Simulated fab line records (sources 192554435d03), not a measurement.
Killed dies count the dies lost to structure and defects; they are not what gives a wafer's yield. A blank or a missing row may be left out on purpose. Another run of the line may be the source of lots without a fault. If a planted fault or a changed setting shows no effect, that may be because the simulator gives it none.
The same fault as seen by 3 desks + flow n5Finfet + every desk sees just its own numbers, and what lay behind them comes last

## METROLOGY DESK
Lot by lot, what the gauges showed, no matter which tool ran the lot: averages of those sampled wafers that carry a number. If a lot's mean is further than 4 standard deviations from the usual mean, the lot is out of limits and carries the mark OUT (the distance appears in the brackets).
Columns: A = cdNm at N5_BEOL_M12_CD_MEAS_28, usual 160.5 nm; B = M12_OVL at N5_BEOL_M12_OVL_MEAS_29, usual 1 nm; C = trenchDepthNm at N5_BEOL_M12_OCD_MEAS_35, usual 318 nm
| lot  | first seen here | A     | B  | C   |
|------|-----------------|-------|----|-----|
| L717 | day 11 21:38    | 161.1 | -4 | 317 |
| L720 | day 11 23:09    | 160.0 | -1 | 319 |
| L722 | day 12 10:17    | 163.3 | 3  | 317 |
| L735 | day 16 02:40    | 159.3 | 7  | 322 |
| L737 | day 16 03:04    | 160.4 | 2  | 319 |
| L738 | day 16 08:20    | 162.1 | -0 | 312 |
| L736 | day 16 09:26    | 163.1 | 2  | 318 |
Finding of this desk: none of the 7 lots has anything out of limits.

## FOR THE TOOL OWNER'S DESK: rieDiel-01
The tool's own readings at N5_BEOL_M12_ETCH_38 (etches SiCN in CF4/N2, target depth 68.7 nm, time 73.4 s): means of the sampled wafers that have a number, for each lot that ran on this tool. If a lot's mean is further than 4 standard deviations from the usual mean, the lot is out of limits and carries the mark OUT (the distance appears in the brackets).
Columns: A = drypumpMotorCurrentA at N5_BEOL_M12_ETCH_38, usual 5.7 A; B = oesProductAu at N5_BEOL_M12_ETCH_38, usual 0.81 a.u.; C = rfVppV at N5_BEOL_M12_ETCH_38, usual 382.3 V; D = showerheadPlenumPTorr at N5_BEOL_M12_ETCH_38, usual 2.20 Torr; E = throttleValvePct at N5_BEOL_M12_ETCH_38, usual 15.30 %
| lot  | first seen here | A   | B    | C     | D    | E     |
|------|-----------------|-----|------|-------|------|-------|
| L717 | day 11 23:26    | 5.6 | 0.76 | 381.3 | 2.18 | 15.46 |
| L720 | day 12 00:35    | 5.8 | 0.83 | 382.8 | 2.21 | 15.08 |
| L722 | day 12 13:55    | 5.8 | 0.80 | 381.0 | 2.16 | 15.29 |
| L735 | day 16 03:43    | 5.9 | 0.87 | 383.4 | 2.22 | 15.27 |
| L737 | day 16 06:22    | 5.8 | 0.88 | 383.4 | 2.25 | 15.23 |
| L738 | day 16 11:37    | 5.8 | 0.80 | 382.1 | 2.19 | 15.21 |
| L736 | day 16 15:56    | 5.8 | 0.77 | 382.5 | 2.22 | 15.09 |
Finding of this desk: none of the 7 lots has anything out of limits.

## THE DEFECT DESK
Counts from the inspections along the route, per lot, as means over the sampled wafers that have a number. If a lot's mean is further than 4 standard deviations from the usual mean, the lot is out of limits and carries the mark OUT (the distance appears in the brackets).
Columns: A = rawDefectCount at N5_BEOL_M12_INSPECT_30, usual 2.0
| lot  | first seen here | A   |
|------|-----------------|-----|
| L717 | day 11 21:41    | 1.3 |
| L720 | day 11 23:14    | 2.7 |
| L722 | day 12 10:20    | 3.7 |
| L735 | day 16 02:44    | 2.0 |
| L737 | day 16 03:07    | 4.0 |
| L738 | day 16 08:23    | 1.0 |
| L736 | day 16 09:29    | 1.0 |
Finding of this desk: none of the 7 lots has anything out of limits.

## ALL TOGETHER
Nothing out of limits was seen by the metrology desk.
The desk of the tool owner found nothing out of limits.
No out-of-limits result turned up at the defect desk.

## WHAT THE SIMULATOR PUT IN
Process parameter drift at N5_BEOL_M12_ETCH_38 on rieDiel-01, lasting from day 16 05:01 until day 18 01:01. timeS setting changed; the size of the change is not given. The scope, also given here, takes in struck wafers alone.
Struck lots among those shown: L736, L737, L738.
